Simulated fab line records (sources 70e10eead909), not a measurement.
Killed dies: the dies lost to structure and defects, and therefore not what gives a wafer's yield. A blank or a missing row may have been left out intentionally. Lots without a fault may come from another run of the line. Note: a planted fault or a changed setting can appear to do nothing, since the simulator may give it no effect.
Which tool is to blame? | flow nand harc | Sampling: 24 lots, 72 wafers, 6 of 1159 route steps

## WHAT THE GAUGES SHOWED, per wafer
NHARC_A_SLIT_CD_MEAS_09 targets a cd of 300 nm. Usual: cd nm reads 300.0 nm (standard deviation 0.57).
lot  | measured     | on        | cd nm (nm)        | flag
L076 | day 14 18:49 | cd sem-03 | 300.0 300.0 299.3 |
L074 | day 14 18:40 | cd sem-02 | 301.1 300.6 300.6 |
L075 | day 14 20:17 | cd sem-02 | 300.4 299.4 299.8 |
L078 | day 14 23:38 | cd sem-01 | 299.6 300.7 299.5 |
L079 | day 14 23:49 | cd sem-01 | 299.3 299.6 300.0 |
L077 | day 15 07:04 | cd sem-02 | 299.7 300.4 299.4 |
L080 | day 15 23:11 | cd sem-02 | 300.2 299.6 300.4 |
L081 | day 16 00:17 | cd sem-01 | 299.7 299.8 299.6 |
L083 | day 16 10:19 | cd sem-03 | 300.6 300.8 300.2 |
L082 | day 16 10:20 | cd sem-02 | 300.4 299.8 300.6 |
L084 | day 16 15:18 | cd sem-03 | 300.0 298.9 300.2 |
L087 | day 17 09:44 | cd sem-02 | 299.6 299.1 300.2 |
L086 | day 17 09:54 | cd sem-01 | 299.6 299.9 300.3 |
L085 | day 17 10:57 | cd sem-03 | 300.4 300.3 300.1 |
L088 | day 17 18:55 | cd sem-03 | 300.5 300.7 300.7 |
L089 | day 17 19:12 | cd sem-01 | 300.2 300.9 300.1 |
L090 | day 18 08:59 | cd sem-02 | 299.1 299.1 299.4 |
L091 | day 18 10:05 | cd sem-01 | 298.7 299.4 299.3 |
L092 | day 18 15:41 | cd sem-02 | 300.7 299.0 300.1 |
L093 | day 19 03:02 | cd sem-03 | 299.9 300.0 299.5 |
L095 | day 19 03:15 | cd sem-01 | 300.0 299.8 300.1 |
L094 | day 19 03:35 | cd sem-02 | 299.9 300.5 300.0 |
L096 | day 19 16:23 | cd sem-02 | 300.3 299.8 301.3 |
L097 | day 20 03:46 | cd sem-01 | 299.6 300.5 300.6 |

NHARC_A_CONTACT_OVL_MEAS_43. Usual: overlay x nm 0.0 nm, standard deviation 1.1; overlay y nm 0.1 nm, standard deviation 0.89.
lot  | measured     | on         | overlay x nm (nm) | overlay y nm (nm) | flag
L076 | day 16 18:04 | overlay-01 | 0.3 0.4 0.5       | 1.1 1.2 0.6       |
L074 | day 16 22:59 | overlay-01 | 0.8 0.6 0.4       | 0.6 0.7 1.4       |
L075 | day 16 17:37 | overlay-01 | 1.0 0.3 0.0       | 0.0 -0.5 0.1      |
L078 | day 16 22:34 | overlay-01 | -1.2 -0.5 -0.8    | -0.1 0.4 -0.1     |
L079 | day 17 12:14 | overlay-02 | 0.6 -0.2 0.1      | 0.4 -0.6 0.4      |
L077 | day 17 15:29 | overlay-02 | 0.8 0.4 0.8       | -1.0 -0.5 -1.2    |
L080 | day 17 23:48 | overlay-02 | 1.0 0.8 0.2       | -0.7 -1.2 -0.7    |
L081 | day 18 06:31 | overlay-01 | -1.1 -0.5 -0.8    | -0.8 -1.6 -0.8    |
L083 | day 18 13:53 | overlay-01 | -1.3 -1.9 -1.7    | 0.5 0.7 0.7       |
L082 | day 18 13:02 | overlay-02 | -1.2 -1.2 -1.8    | -1.8 -1.5 -1.7    |
L084 | day 18 17:23 | overlay-01 | 0.4 0.3 0.4       | -0.5 -0.7 0.1     |
L087 | day 19 12:02 | overlay-01 | -2.1 -2.2 -1.3    | 0.8 0.4 0.5       |
L086 | day 19 06:03 | overlay-01 | 0.0 0.4 0.2       | -0.3 -1.2 -0.5    |
L085 | day 19 05:29 | overlay-01 | -0.9 -0.5 -0.5    | -0.9 -0.1 -0.1    |
L088 | day 19 18:36 | overlay-02 | 0.2 0.5 0.3       | -0.8 -0.2 -0.2    |
L089 | day 19 17:17 | overlay-02 | -1.8 -1.2 -1.7    | 1.5 0.9 1.3       |
L090 | day 20 08:41 | overlay-02 | 1.8 1.6 1.8       | 0.5 0.4 0.6       |
L091 | day 20 06:26 | overlay-01 | -1.4 -1.5 -1.9    | 0.8 1.0 0.0       |
L092 | day 20 11:07 | overlay-02 | 0.6 0.7 0.7       | 0.7 0.9 1.1       |
L093 | day 21 02:34 | overlay-01 | 1.1 1.1 1.2       | 0.3 0.0 0.5       |
L095 | day 21 00:23 | overlay-01 | 2.2 1.9 2.2       | -1.3 -1.5 -1.6    |
L094 | day 21 09:50 | overlay-01 | 0.1 -0.4 -0.2     | 0.8 0.7 1.0       |
L096 | day 21 16:55 | overlay-02 | 0.2 0.0 0.2       | 1.4 2.1 1.8       |
L097 | day 21 23:40 | overlay-01 | 1.6 2.3 1.9       | 0.6 1.2 1.4       |

## TOOL THAT RAN EACH LOT (tool first, then ch and the chambers of the sampled wafers, then the start)
lot  | NHARC_A_SLIT_DEP_25             | NHARC_A_SLIT_ETCH_24               | NHARC_A_SLIT_ETCH_15                          | NHARC_A_WL_FILL_CMP_12
L076 | pecvd-03 ch 1,2, day 14 15:07   | rie diel-07 ch 0,1,3, day 14 19:06 | rie diel-07 ch 0,1,2, day 16 13:54 or earlier | cmp-03 ch 0,2,3, day 16 13:54
L074 | pecvd-01 ch 0,1,2, day 14 15:07 | rie diel-03 ch 2,3, day 14 18:56   | rie diel-03 ch 0,2,3, day 16 18:38 or earlier | cmp-04 ch 0,1,2, day 16 18:38
L075 | pecvd-01 ch 0,1,2, day 14 15:18 | rie diel-03 ch 1,2,3, day 14 20:34 | rie diel-03 ch 0,1,2, day 16 13:28 or earlier | cmp-03 ch 0,2,3, day 16 13:28
L078 | pecvd-01 ch 0,1, day 14 20:30   | rie diel-03 ch 0,2, day 14 23:55   | rie diel-03 ch 0,1,3, day 16 18:13 or earlier | cmp-03 ch 0,1, day 16 18:13
L079 | pecvd-02 ch 0,2, day 14 20:36   | rie diel-05 ch 0,1, day 15 00:05   | rie diel-05 ch 1,2, day 17 06:44 or earlier   | cmp-03 ch 1,2,3, day 17 06:44
L077 | pecvd-01 ch 0,1,2, day 15 04:06 | rie diel-03 ch 0,1,2, day 15 07:22 | rie diel-03 ch 0,3, day 17 11:23 or earlier   | cmp-02 ch 0,1,2, day 17 11:23
L080 | pecvd-03 ch 1,2, day 15 18:12   | rie diel-03 ch 1,2,3, day 15 23:28 | rie diel-03 ch 0,2, day 17 19:39 or earlier   | cmp-03 ch 0,1, day 17 19:39
L081 | pecvd-01 ch 0,2, day 15 18:14   | rie diel-07 ch 0,2,3, day 16 00:34 | rie diel-07 ch 0,3, day 18 01:43 or earlier   | cmp-03 ch 2,3, day 18 01:43
L083 | pecvd-01 ch 0,2, day 16 07:19   | rie diel-05 ch 0,1,2, day 16 10:35 | rie diel-05 ch 2,3, day 18 09:40 or earlier   | cmp-04 ch 2,3, day 18 09:40
L082 | pecvd-03 ch 1,2, day 16 07:29   | rie diel-03 ch 1,2, day 16 10:37   | rie diel-03 ch 1,2,3, day 18 08:54 or earlier | cmp-02 ch 0,1,2, day 18 08:54
L084 | pecvd-01 ch 1,2, day 16 11:58   | rie diel-03 ch 0,1,3, day 16 15:35 | rie diel-03 ch 0,3, day 18 13:13 or earlier   | cmp-04 ch 0,2,3, day 18 13:13
L087 | pecvd-01 ch 0,2, day 17 05:58   | rie diel-05 ch 1,2,3, day 17 10:01 | rie diel-05 ch 0,1,3, day 19 07:59 or earlier | cmp-02 ch 1,2,3, day 19 07:59
L086 | pecvd-02 ch 0,1,2, day 17 06:10 | rie diel-07 ch 0,1, day 17 10:12   | rie diel-07 ch 0,1,3, day 19 00:17 or earlier | cmp-02 ch 0,2,3, day 19 00:17
L085 | pecvd-01 ch 0,1,2, day 17 06:18 | rie diel-05 ch 0,1,3, day 17 11:13 | rie diel-05 ch 2,3, day 19 00:18 or earlier   | cmp-03 ch 0,1,2, day 19 00:18
L088 | pecvd-03 ch 0,1, day 17 16:08   | rie diel-05 ch 1,2,3, day 17 19:12 | rie diel-05 ch 0,1, day 19 12:34 or earlier   | cmp-02 ch 0,1,2, day 19 12:34
L089 | pecvd-02 ch 0,2, day 17 16:12   | rie diel-07 ch 1,3, day 17 19:32   | rie diel-07 ch 0,1, day 19 12:22 or earlier   | cmp-02 ch 1,2,3, day 19 12:22
L090 | pecvd-03 ch 1,2, day 18 04:09   | rie diel-05 ch 0,2,3, day 18 09:14 | rie diel-05 ch 2,3, day 20 04:35 or earlier   | cmp-04 ch 1,3, day 20 04:35
L091 | pecvd-01 ch 0,1,2, day 18 04:17 | rie diel-07 ch 0,1,2, day 18 10:21 | rie diel-07 ch 0,1,2, day 20 02:04 or earlier | cmp-04 ch 0,1,2, day 20 02:04
L092 | pecvd-03 ch 0,1,2, day 18 12:01 | rie diel-05 ch 0,1,3, day 18 15:58 | rie diel-05 ch 0,1,2, day 20 07:04 or earlier | cmp-04 ch 0,1,3, day 20 07:04
L093 | pecvd-02 ch 0,1,2, day 19 00:01 | rie diel-07 ch 0,2,3, day 19 03:19 | rie diel-07 ch 0,2, day 20 18:45 or earlier   | cmp-03 ch 2,3, day 20 18:45
L095 | pecvd-01 ch 1,2, day 19 00:05   | rie diel-05 ch 1,2,3, day 19 03:32 | rie diel-05 ch 0,1,2, day 20 18:34 or earlier | cmp-02 ch 2,3, day 20 18:34
L094 | pecvd-03 ch 0,1, day 19 00:19   | rie diel-03 ch 1,3, day 19 03:52   | rie diel-03 ch 1,2,3, day 21 03:05 or earlier | cmp-02 ch 0,1,2, day 21 03:05
L096 | pecvd-03 ch 1,2, day 19 13:26   | rie diel-03 ch 0,2, day 19 16:41   | rie diel-03 ch 2,3, day 21 12:53 or earlier   | cmp-03 ch 0,3, day 21 12:53
L097 | pecvd-02 ch 1,2, day 20 00:02   | rie diel-03 ch 1,2,3, day 20 04:02 | rie diel-03 ch 0,1,2, day 21 19:18 or earlier | cmp-03 ch 0,2,3, day 21 19:18
- NHARC_A_SLIT_DEP_25: deposits SiO2, target thk 200 nm.
- NHARC_A_SLIT_ETCH_24: etches the open film in CF4/CHF3, target depth 121 nm, time 60.5 s.
- NHARC_A_SLIT_ETCH_15: etches the open film in O2/COS, target depth 3200 nm, time 832 s.
- NHARC_A_WL_FILL_CMP_12: polishes, t overpolish 30 s, target thk 75 nm.

## WHAT THE TOOLS THEMSELVES READ (means of the sampled wafers that have a number; where no wafer has one, the mark that the record gives instead)
NHARC_A_SLIT_DEP_25. Usual: heater power outer w 327 W, standard deviation 58; heater power w 606 W, standard deviation 110; throttle valve pct 15.9 %, standard deviation 0.51.
lot  | tool     | heater power outer w (W) | heater power w (W) | throttle valve pct (%) | flag
L076 | pecvd-03 | 414                      | 732                | 16.1                   |
L074 | pecvd-01 | 296                      | 594                | 15.6                   |
L075 | pecvd-01 | 291                      | 575                | 15.6                   |
L078 | pecvd-01 | 270                      | 524                | 15.4                   |
L079 | pecvd-02 | 334                      | 647                | 15.6                   |
L077 | pecvd-01 | 336                      | 637                | 15.7                   |
L080 | pecvd-03 | 407                      | 718                | 16.3                   |
L081 | pecvd-01 | 366                      | 687                | 15.8                   |
L083 | pecvd-01 | 348                      | 702                | 15.9                   |
L082 | pecvd-03 | 337                      | 647                | 16.1                   |
L084 | pecvd-01 | 298                      | 608                | 15.8                   |
L087 | pecvd-01 | 330                      | 649                | 15.8                   |
L086 | pecvd-02 | 365                      | 652                | 15.5                   |
L085 | pecvd-01 | 300                      | 587                | 15.7                   |
L088 | pecvd-03 | 308                      | 526                | 16.1                   |
L089 | pecvd-02 | 321                      | 616                | 15.2                   |
L090 | pecvd-03 | 375                      | 690                | 16.2                   |
L091 | pecvd-01 | 274                      | 549                | 15.8                   |
L092 | pecvd-03 | 331                      | 588                | 16.6                   |
L093 | pecvd-02 | 355                      | 644                | 15.6                   |
L095 | pecvd-01 | 329                      | 614                | 15.9                   |
L094 | pecvd-03 | 305                      | 524                | 16.1                   |
L096 | pecvd-03 | 310                      | 577                | 16.1                   |
L097 | pecvd-02 | 360                      | 660                | 15.9                   |

NHARC_A_SLIT_ETCH_24. Usual: cf4 flow sccm 99.97 sccm (standard deviation 0.3); chamber pressure mTorr 24.999 mTorr (standard deviation 0.024); drypump motor current A 5.7 A (standard deviation 0.37); oes product au 0.963 a.u. (standard deviation 0.018); rf vpp V 370.2 V (standard deviation 2.1); showerhead plenum p Torr 1.56 Torr (standard deviation 0.055); throttle valve pct 16.802 % (standard deviation 0.0088).
lot  | tool        | cf4 flow sccm (sccm) | chamber pressure mTorr (mTorr) | drypump motor current A (A) | oes product au (a.u.) | rf vpp V (V) | showerhead plenum p Torr (Torr) | throttle valve pct (%) | flag
L076 | rie diel-07 | 99.77                | 25.022                         | 5.7                         | 0.967                 | 369.4        | 1.55                            | 16.803                 |
L074 | rie diel-03 | 100.10               | 25.014                         | 5.7                         | 0.972                 | 372.3        | 1.62                            | 16.797                 |
L075 | rie diel-03 | 99.95                | 25.005                         | 5.9                         | 0.977                 | 372.0        | 1.60                            | 16.802                 |
L078 | rie diel-03 | 99.92                | 24.969                         | 5.9                         | 0.967                 | 369.0        | 1.54                            | 16.805                 |
L079 | rie diel-05 | 100.40               | 25.008                         | 5.2                         | 0.961                 | 369.4        | 1.52                            | 16.811                 |
L077 | rie diel-03 | 100.01               | 25.001                         | 6.0                         | 0.964                 | 370.7        | 1.56                            | 16.805                 |
L080 | rie diel-03 | 100.13               | 24.975                         | 5.9                         | 0.978                 | 371.9        | 1.60                            | 16.810                 |
L081 | rie diel-07 | 99.85                | 25.004                         | 5.4                         | 0.923                 | 369.5        | 1.55                            | 16.799                 |
L083 | rie diel-05 | 100.20               | 25.014                         | 5.4                         | 0.971                 | 369.3        | 1.53                            | 16.792                 |
L082 | rie diel-03 | 100.23               | 24.972                         | 6.0                         | 0.920                 | 369.7        | 1.55                            | 16.808                 |
L084 | rie diel-03 | 100.12               | 25.021                         | 5.8                         | 0.939                 | 372.0        | 1.61                            | 16.815                 |
L087 | rie diel-05 | 99.86                | 24.998                         | 5.6                         | 0.967                 | 368.2        | 1.51                            | 16.801                 |
L086 | rie diel-07 | 100.01               | 25.006                         | 6.0                         | 0.970                 | 368.8        | 1.53                            | 16.795                 |
L085 | rie diel-05 | 100.16               | 24.991                         | 5.5                         | 0.971                 | 369.1        | 1.53                            | 16.810                 |
L088 | rie diel-05 | 99.79                | 25.011                         | 5.6                         | 0.969                 | 368.4        | 1.51                            | 16.799                 |
L089 | rie diel-07 | 99.85                | 25.003                         | 5.4                         | 0.942                 | 370.8        | 1.56                            | 16.794                 |
L090 | rie diel-05 | 100.07               | 25.002                         | 5.7                         | 0.971                 | 369.9        | 1.55                            | 16.805                 |
L091 | rie diel-07 | 100.00               | 25.003                         | 5.7                         | 0.979                 | 368.5        | 1.52                            | 16.799                 |
L092 | rie diel-05 | 100.18               | 24.989                         | 5.4                         | 0.941                 | 369.4        | 1.53                            | 16.799                 |
L093 | rie diel-07 | 99.97                | 24.994                         | 5.4                         | 0.982                 | 370.2        | 1.55                            | 16.802                 |
L095 | rie diel-05 | 99.70                | 25.005                         | 5.6                         | 0.978                 | 368.5        | 1.51                            | 16.790                 |
L094 | rie diel-03 | 100.13               | 25.020                         | 5.9                         | 0.971                 | 373.1        | 1.63                            | 16.799                 |
L096 | rie diel-03 | 100.12               | 25.000                         | 5.9                         | 0.965                 | 369.8        | 1.54                            | 16.802                 |
L097 | rie diel-03 | 99.79                | 25.014                         | 5.9                         | 0.957                 | 371.3        | 1.60                            | 16.801                 |

NHARC_A_SLIT_ETCH_15. Usual: chamber pressure mTorr 20.001 mTorr, standard deviation 0.018; drypump motor current A 5.7 A, standard deviation 0.37; oes product au 1.002 a.u., standard deviation 0.0096; rf vpp V 313.7 V, standard deviation 1.9; showerhead plenum p Torr 3.09 Torr, standard deviation 0.11; throttle valve pct 28.331 %, standard deviation 0.0093.
lot  | tool        | chamber pressure mTorr (mTorr) | drypump motor current A (A) | oes product au (a.u.) | rf vpp V (V) | showerhead plenum p Torr (Torr) | throttle valve pct (%) | flag
L076 | rie diel-07 | 19.998                         | 5.7                         | 1.000                 | 312.9        | 3.02                            | 28.332                 |
L074 | rie diel-03 | 20.003                         | 5.8                         | 1.001                 | 313.8        | 3.13                            | 28.333                 |
L075 | rie diel-03 | 19.992                         | 6.0                         | 1.007                 | 314.1        | 3.11                            | 28.335                 |
L078 | rie diel-03 | 19.998                         | 5.9                         | 1.000                 | 314.7        | 3.21                            | 28.332                 |
L079 | rie diel-05 | 20.009                         | 5.6                         | 0.995                 | 312.2        | 3.01                            | 28.333                 |
L077 | rie diel-03 | 20.004                         | 5.6                         | 1.011                 | 316.1        | 3.23                            | 28.330                 |
L080 | rie diel-03 | 19.995                         | 6.0                         | 1.002                 | 314.2        | 3.06                            | 28.330                 |
L081 | rie diel-07 | 20.013                         | 5.4                         | 0.998                 | 313.5        | 3.13                            | 28.330                 |
L083 | rie diel-05 | 19.998                         | 5.9                         | 0.997                 | 312.9        | 3.03                            | 28.333                 |
L082 | rie diel-03 | 20.007                         | 5.9                         | 1.004                 | 314.5        | 3.17                            | 28.331                 |
L084 | rie diel-03 | 20.009                         | 5.7                         | 1.009                 | 315.5        | 3.23                            | 28.329                 |
L087 | rie diel-05 | 20.014                         | 5.5                         | 1.005                 | 312.5        | 3.03                            | 28.323                 |
L086 | rie diel-07 | 20.002                         | 5.7                         | 0.999                 | 313.3        | 3.06                            | 28.338                 |
L085 | rie diel-05 | 19.997                         | 5.8                         | 1.004                 | 312.5        | 3.03                            | 28.335                 |
L088 | rie diel-05 | 19.994                         | 5.2                         | 1.009                 | 312.8        | 3.00                            | 28.334                 |
L089 | rie diel-07 | 20.039                         | 6.0                         | 1.018                 | 312.7        | 3.00                            | 28.331                 |
L090 | rie diel-05 | 20.004                         | 5.9                         | 0.999                 | 312.8        | 3.03                            | 28.327                 |
L091 | rie diel-07 | 19.991                         | 5.7                         | 1.010                 | 312.3        | 3.01                            | 28.325                 |
L092 | rie diel-05 | 20.009                         | 5.4                         | 0.998                 | 313.5        | 3.04                            | 28.339                 |
L093 | rie diel-07 | 19.991                         | 5.5                         | 1.012                 | 312.0        | 3.03                            | 28.341                 |
L095 | rie diel-05 | 20.006                         | 5.4                         | 1.003                 | 312.9        | 3.04                            | 28.332                 |
L094 | rie diel-03 | 20.001                         | 5.9                         | 1.001                 | 314.5        | 3.17                            | 28.334                 |
L096 | rie diel-03 | 20.003                         | 5.7                         | 0.993                 | 315.8        | 3.20                            | 28.329                 |
L097 | rie diel-03 | 20.007                         | 6.0                         | 0.997                 | 313.6        | 3.10                            | 28.323                 |

NHARC_A_WL_FILL_CMP_12. Usual: motor current A 11.9 A, standard deviation 1.5; overpolish run s 30.001 s, standard deviation 0.0089; retaining ring pressure frac 0.999, standard deviation 0.0053; time to endpoint s 14.7 s, standard deviation 2.2.
lot  | tool   | motor current A (A) | overpolish run s (s) | retaining ring pressure frac | time to endpoint s (s) | flag
L076 | cmp-03 | 12.4                | 29.996               | 0.997                        | 15.1                   |
L074 | cmp-04 | 11.3                | 30.017               | 0.997                        | 15.1                   |
L075 | cmp-03 | 12.3                | 29.996               | 0.995                        | 15.7                   |
L078 | cmp-03 | 13.6                | 30.004               | 1.001                        | 13.6                   |
L079 | cmp-03 | 12.8                | 30.002               | 0.995                        | 16.4                   |
L077 | cmp-02 | 11.5                | 30.001               | 1.000                        | 15.6                   |
L080 | cmp-03 | 13.2                | 30.005               | 0.995                        | 14.9                   |
L081 | cmp-03 | 12.6                | 30.009               | 1.001                        | 15.1                   |
L083 | cmp-04 | 11.0                | 30.005               | 0.997                        | 17.2                   |
L082 | cmp-02 | 11.0                | 30.004               | 1.001                        | 11.6                   |
L084 | cmp-04 | 11.2                | 30.008               | 1.000                        | 14.0                   |
L087 | cmp-02 | 10.2                | 30.003               | 1.000                        | 14.2                   |
L086 | cmp-02 | 12.3                | 30.002               | 0.995                        | 15.9                   |
L085 | cmp-03 | 13.3                | 30.008               | 0.997                        | 15.9                   |
L088 | cmp-02 | 11.6                | 29.996               | 1.002                        | 12.9                   |
L089 | cmp-02 | 10.8                | 29.996               | 1.005                        | 14.0                   |
L090 | cmp-04 | 11.8                | 29.987               | 0.998                        | 13.5                   |
L091 | cmp-04 | 10.9                | 29.999               | 0.993                        | 12.8                   |
L092 | cmp-04 | 11.5                | 30.004               | 1.000                        | 14.5                   |
L093 | cmp-03 | 11.6                | 30.007               | 1.000                        | 17.7                   |
L095 | cmp-02 | 11.7                | 30.008               | 0.999                        | 13.9                   |
L094 | cmp-02 | 11.0                | 30.004               | 0.999                        | 13.5                   |
L096 | cmp-03 | 12.3                | 30.003               | 1.000                        | 14.2                   |
L097 | cmp-03 | 12.5                | 30.003               | 1.003                        | 14.8                   |

## THE ANSWER, worked out from the rows above alone
Rule: a lot counts as off when the mean over its wafers that have a number is more than 3 standard deviations away from the usual mean. A lot without any number at a reading at which 4 lots or more have one is off too. All remaining lots with rows at the step are treated as sound. Order of review: gauges by route order, followed by the tools' own readings, for which a lot's mean as printed above is used. At the first step where some lot is off, the reading lying furthest off is the one used; lots without a number count as furthest.
None of the lots is off at any reading shown; this tells nothing.

## WHAT THE SIMULATOR PUT IN
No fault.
